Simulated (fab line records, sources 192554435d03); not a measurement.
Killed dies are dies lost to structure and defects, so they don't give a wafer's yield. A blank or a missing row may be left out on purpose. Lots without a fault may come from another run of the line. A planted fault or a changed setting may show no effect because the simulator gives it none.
Chamber matching | flow n5_finfet | N5_BEOL_M5_TRENCH_ETCH_37 on rie_diel-01: 4 sister chambers
The step etches SiCOH lowk in C4F6/O2, target depth 71.652 nm, time 24.7 s. 14 wafers are shown with their chamber, then 7 later ones without.

WAFERS WITH THEIR CHAMBER
wafer  | chamber | showerhead_plenum_p_Torr (Torr) | drypump_motor_current_A (A) | rf_vpp_V (V)
L631.3 | 2       | 2.85                            | 5.6                         | 689
L631.4 | 3       | 2.81                            | 4.7                         | 670
L631.6 | 3       | 2.81                            | 4.7                         | 670
L630.2 | 1       | 2.94                            | 5.2                         | 673
L630.4 | 2       | 2.85                            | 5.5                         | 688
L630.5 | 2       | 2.85                            | 5.6                         | 689
L632.2 | 1       | 2.94                            | 5.2                         | 674
L632.4 | 2       | 2.85                            | 5.5                         | 687
L632.5 | 2       | 2.85                            | 5.5                         | 688
L636.2 | 0       | 2.94                            | 5.0                         | 694
L636.3 | 2       | 2.85                            | 5.6                         | 687
L636.5 | 2       | 2.85                            | 5.5                         | 688
L639.1 | 3       | 2.80                            | 4.7                         | 670
L639.2 | 0       | 2.94                            | 5.0                         | 695

SIGNATURES (means of the wafers above)
reading                  | chamber 0 | chamber 1 | chamber 2 | chamber 3 | scatter within a chamber
showerhead_plenum_p_Torr | 2.9400    | 2.9400    | 2.8500    | 2.8067    | 0.00258
drypump_motor_current_A  | 5.000     | 5.200     | 5.543     | 4.700     | 0.0414
rf_vpp_V                 | 694.50    | 673.50    | 688.00    | 670.00    | 0.707
Rule: a wafer's distance from a chamber is the root of the sum, over the readings, of the square of ((its reading less the chamber's mean) divided by the reading's scatter). The wafer belongs to the nearest chamber; if the next one is less than 2 further off, it can't be placed. The scatter: the root of (the sum of the squares of (reading less its chamber's mean) over the shown wafers, divided by (wafers less chambers)).

WAFERS WITHOUT THEIR CHAMBER
wafer  | showerhead_plenum_p_Torr (Torr) | drypump_motor_current_A (A) | rf_vpp_V (V)
L639.4 | 2.85                            | 5.6                         | 687
L644.3 | 2.92                            | 5.0                         | 694
L644.5 | 2.92                            | 5.2                         | 672
L644.6 | 2.92                            | 5.0                         | 694
L651.1 | 2.79                            | 4.7                         | 669
L651.4 | 2.92                            | 5.2                         | 673
L651.5 | 2.92                            | 5.2                         | 672

WHICH CHAMBER EACH WENT THROUGH
wafer  | from the rows above | in truth
L639.4 | 2                   | 2
L644.3 | 0                   | 0
L644.5 | 1                   | 1
L644.6 | 0                   | 0
L651.1 | 3                   | 3
L651.4 | 1                   | 1
L651.5 | 1                   | 1
Placed correctly: 7 of 7. Can't be placed from these rows: 0. Placed wrongly: 0.
